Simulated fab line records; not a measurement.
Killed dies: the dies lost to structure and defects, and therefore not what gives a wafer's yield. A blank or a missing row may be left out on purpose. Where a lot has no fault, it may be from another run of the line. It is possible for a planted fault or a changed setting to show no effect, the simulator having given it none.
The tool behind it: which one?    flow n5 finfet    12 lots with 36 wafers sampled at 3 steps, on a route of 1938 steps

WHAT THE GAUGES READ, wafer by wafer
N5_BEOL_M10_RS_MEAS_57: a four-point-probe measurement.
lot   measured      on             M10_RS (ohm/sq)
L076  day 11 09:13  film metro-01  0.1524 0.1534 0.1510
L079  day 11 20:27  film metro-01  0.1546 0.1486 0.1514
L078  day 12 13:34  film metro-01  0.1483 0.1546 0.1483
L082  day 13 07:25  film metro-01  0.1498 0.1539 0.1500
L084  day 13 19:02  film metro-02  0.1520 0.1564 0.1531
L085  day 14 15:26  film metro-02  0.1537 0.1512 0.1533
L087  day 14 23:53  film metro-01  0.1513 0.1523 0.1458
L089  day 15 00:16  film metro-02  0.1518 0.1491 0.1511
L091  day 16 00:43  film metro-01  0.1534 0.1502 0.1540
L093  day 16 04:54  film metro-02  0.1535 0.1497 0.1532
L095  day 16 10:20  film metro-02  0.1517 0.1506 0.1520
L097  day 17 15:35  film metro-02  0.1496 0.1501 0.1532

TOOL THAT RAN EACH LOT (tool first, then ch and the chambers of the sampled wafers, then the start)
lot   N5_BEOL_M10_CURE_71            N5_BEOL_M10_ETCH_41
L076  uv cure-03 ch 1, day 11 00:11  rie diel-05 ch 1,2, day 11 09:13 or earlier
L079  uv cure-03 ch 2, day 11 14:58  rie diel-04 ch 0,1,3, day 11 20:27 or earlier
L078  uv cure-02 ch 1, day 12 05:11  rie diel-02 ch 0,1, day 12 13:34 or earlier
L082  uv cure-01 ch 0, day 12 22:46  rie diel-04 ch 1,2,3, day 13 07:25 or earlier
L084  uv cure-01 ch 0, day 13 10:22  rie diel-05 ch 1,2,3, day 13 19:02 or earlier
L085  uv cure-03 ch 0, day 14 08:19  rie diel-05 ch 2,3, day 14 15:26 or earlier
L087  uv cure-01 ch 1, day 14 12:39  rie diel-02 ch 0,3, day 14 23:53 or earlier
L089  uv cure-02 ch 0, day 14 15:27  rie diel-05 ch 0,3, day 15 00:16 or earlier
L091  uv cure-03 ch 0, day 15 18:46  rie diel-05 ch 1,2, day 16 00:43 or earlier
L093  uv cure-01 ch 1, day 15 19:18  rie diel-04 ch 1,2, day 16 04:54 or earlier
L095  uv cure-01 ch 0, day 16 04:43  rie diel-05 ch 1,2,3, day 16 10:20 or earlier
L097  uv cure-01 ch 0, day 17 06:04  rie diel-04 ch 0,2,3, day 17 15:35 or earlier
- N5_BEOL_M10_CURE_71: cures SiCOH lowk, time 240 s.
- N5_BEOL_M10_ETCH_41: etches SiCN in CH3F/O2, target depth 42.6 nm, time 86 s.

THE ANSWER, worked out from the rows above alone
Rule: the lots themselves supply what counts as usual. Put in order of their means at a reading, lots are off if they are a third of the lots or fewer, leave a main group of 4 or more, and stand apart from it by a gap of 3 or more times the standard deviation of the main group's means; of several such gaps the widest counts. If all means in a main group match to the digits the tables above print for the reading, that group is not used. A lot without any number at a reading at which 4 lots or more have one is off too. All remaining lots with rows at the step are treated as sound.
None of the lots is off at any reading shown; this tells nothing.

WHAT WAS PUT IN BY THE SIMULATOR
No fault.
